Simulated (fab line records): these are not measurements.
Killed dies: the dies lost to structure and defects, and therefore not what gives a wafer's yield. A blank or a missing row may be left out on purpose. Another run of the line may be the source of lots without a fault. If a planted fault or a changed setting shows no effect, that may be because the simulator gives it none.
Split-lot trial || flow n5Finfet || route with 1938 steps; 7 lots, 21 wafers read

## ON THE SPLIT
At N5_BEOL_M11_ETCH_41 (etches SiCN in CH3F/O2, target depth 42.6 nm, time 86 s), the setting timeS was moved away from the recipe's 86 s on 11 of the 21 wafers read, by -21.1% to +21.7%. The other wafers ran this setting at the recipe's value.

The reading is taken at the split's own step.

## THE READING
etch.depthNm (the simulator's own value, which no gauge read), in nm, at N5_BEOL_M11_ETCH_41 (etches SiCN in CH3F/O2, target depth 42.6 nm, time 86 s). No usual value for it is given in the file. Across the 10 wafers here that went through the recipe, the average is 32.14 nm and the standard deviation 0.68 nm.

{"wafer": "L074.1", "tool, chamber at the split": "rieDiel-02, 3", "timeS as run, s": 86, "against the recipe": "recipe", "etch.depthNm, nm": 31.77, "against lot-mates on the recipe": "-"}
{"wafer": "L074.2", "tool, chamber at the split": "rieDiel-02, 0", "timeS as run, s": 86, "against the recipe": "recipe", "etch.depthNm, nm": 32.9, "against lot-mates on the recipe": "-"}
{"wafer": "L074.5", "tool, chamber at the split": "rieDiel-02, 2", "timeS as run, s": 86, "against the recipe": "recipe", "etch.depthNm, nm": 32.31, "against lot-mates on the recipe": "-"}
{"wafer": "L082.2", "tool, chamber at the split": "rieDiel-02, 3", "timeS as run, s": 67.87, "against the recipe": "-21.1%", "etch.depthNm, nm": 24.74, "against lot-mates on the recipe": -6.54}
{"wafer": "L082.5", "tool, chamber at the split": "rieDiel-02, 3", "timeS as run, s": 86, "against the recipe": "recipe", "etch.depthNm, nm": 31.28, "against lot-mates on the recipe": "-"}
{"wafer": "L082.6", "tool, chamber at the split": "rieDiel-02, 2", "timeS as run, s": 67.87, "against the recipe": "-21.1%", "etch.depthNm, nm": 25.34, "against lot-mates on the recipe": -5.94}
{"wafer": "L086.1", "tool, chamber at the split": "rieDiel-02, 2", "timeS as run, s": 79.28, "against the recipe": "-7.8%", "etch.depthNm, nm": 29.97, "against lot-mates on the recipe": -3.31}
{"wafer": "L086.4", "tool, chamber at the split": "rieDiel-02, 3", "timeS as run, s": 79.28, "against the recipe": "-7.8%", "etch.depthNm, nm": 29.05, "against lot-mates on the recipe": -4.23}
{"wafer": "L086.5", "tool, chamber at the split": "rieDiel-02, 0", "timeS as run, s": 86, "against the recipe": "recipe", "etch.depthNm, nm": 33.28, "against lot-mates on the recipe": "-"}
{"wafer": "L084.4", "tool, chamber at the split": "rieDiel-05, 2", "timeS as run, s": 74.4, "against the recipe": "-13.5%", "etch.depthNm, nm": 27.06, "against lot-mates on the recipe": -4.33}
{"wafer": "L084.5", "tool, chamber at the split": "rieDiel-05, 0", "timeS as run, s": 74.4, "against the recipe": "-13.5%", "etch.depthNm, nm": 28.67, "against lot-mates on the recipe": -2.72}
{"wafer": "L084.6", "tool, chamber at the split": "rieDiel-05, 1", "timeS as run, s": 86, "against the recipe": "recipe", "etch.depthNm, nm": 31.39, "against lot-mates on the recipe": "-"}
{"wafer": "L091.1", "tool, chamber at the split": "rieDiel-02, 3", "timeS as run, s": 78.81, "against the recipe": "-8.4%", "etch.depthNm, nm": 28.68, "against lot-mates on the recipe": -3.11}
{"wafer": "L091.4", "tool, chamber at the split": "rieDiel-02, 2", "timeS as run, s": 86, "against the recipe": "recipe", "etch.depthNm, nm": 32.16, "against lot-mates on the recipe": "-"}
{"wafer": "L091.5", "tool, chamber at the split": "rieDiel-02, 3", "timeS as run, s": 86, "against the recipe": "recipe", "etch.depthNm, nm": 31.42, "against lot-mates on the recipe": "-"}
{"wafer": "L092.3", "tool, chamber at the split": "rieDiel-02, 2", "timeS as run, s": 86, "against the recipe": "recipe", "etch.depthNm, nm": 31.91, "against lot-mates on the recipe": "-"}
{"wafer": "L092.5", "tool, chamber at the split": "rieDiel-02, 1", "timeS as run, s": 73.25, "against the recipe": "-14.8%", "etch.depthNm, nm": 27.3, "against lot-mates on the recipe": -4.61}
{"wafer": "L092.6", "tool, chamber at the split": "rieDiel-02, 2", "timeS as run, s": 73.25, "against the recipe": "-14.8%", "etch.depthNm, nm": 27.15, "against lot-mates on the recipe": -4.76}
{"wafer": "L093.3", "tool, chamber at the split": "rieDiel-02, 1", "timeS as run, s": 104.7, "against the recipe": "+21.7%", "etch.depthNm, nm": 39.09, "against lot-mates on the recipe": "+6.07"}
{"wafer": "L093.4", "tool, chamber at the split": "rieDiel-02, 2", "timeS as run, s": 104.7, "against the recipe": "+21.7%", "etch.depthNm, nm": 38.99, "against lot-mates on the recipe": "+5.97"}
{"wafer": "L093.6", "tool, chamber at the split": "rieDiel-02, 0", "timeS as run, s": 86, "against the recipe": "recipe", "etch.depthNm, nm": 33.02, "against lot-mates on the recipe": "-"}

THE FIT
A straight line over all 21 wafers: etch.depthNm changes by +0.327 nm for each +1% of timeS; r = +0.99; the points scatter about the line by 0.62 nm.
The same after taking each lot's own level away (the mean of its wafers on the recipe; 21 wafers): +0.292 nm for each +1%; r = +0.98; scatter 0.63 nm.
That fit puts the effect of the largest move of timeS on the reading at 6.4 nm.
The lots' own levels span 31.280 to 33.280 nm, that is 2.9 times the standard deviation above.
Thus the slope moves with the lot-to-lot level: the two fits are different.
Check: for one of the wafers moved furthest among these (+21.7%), held out of the fit, the line's prediction against its lot-mates is +6.19 nm. It came out at +6.07 nm against them.

## ADDITIONAL SPLITS CARRIED BY THESE WAFERS
Before the reading, these wafers also passed through other splits. Each is held against what the fit with the lots' levels taken away leaves over:
{"other split on the same wafers": "N5_BEOL_M11_COAT_59 spinRpm", "wafers away from the commonest value": 6, "r with etch.depthNm (lot level and that fit taken away)": "+0.29"}

## THE FILE'S OWN FIT
etch.depthNm changes by +0.3 nm for each +1% of timeS, r = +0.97.
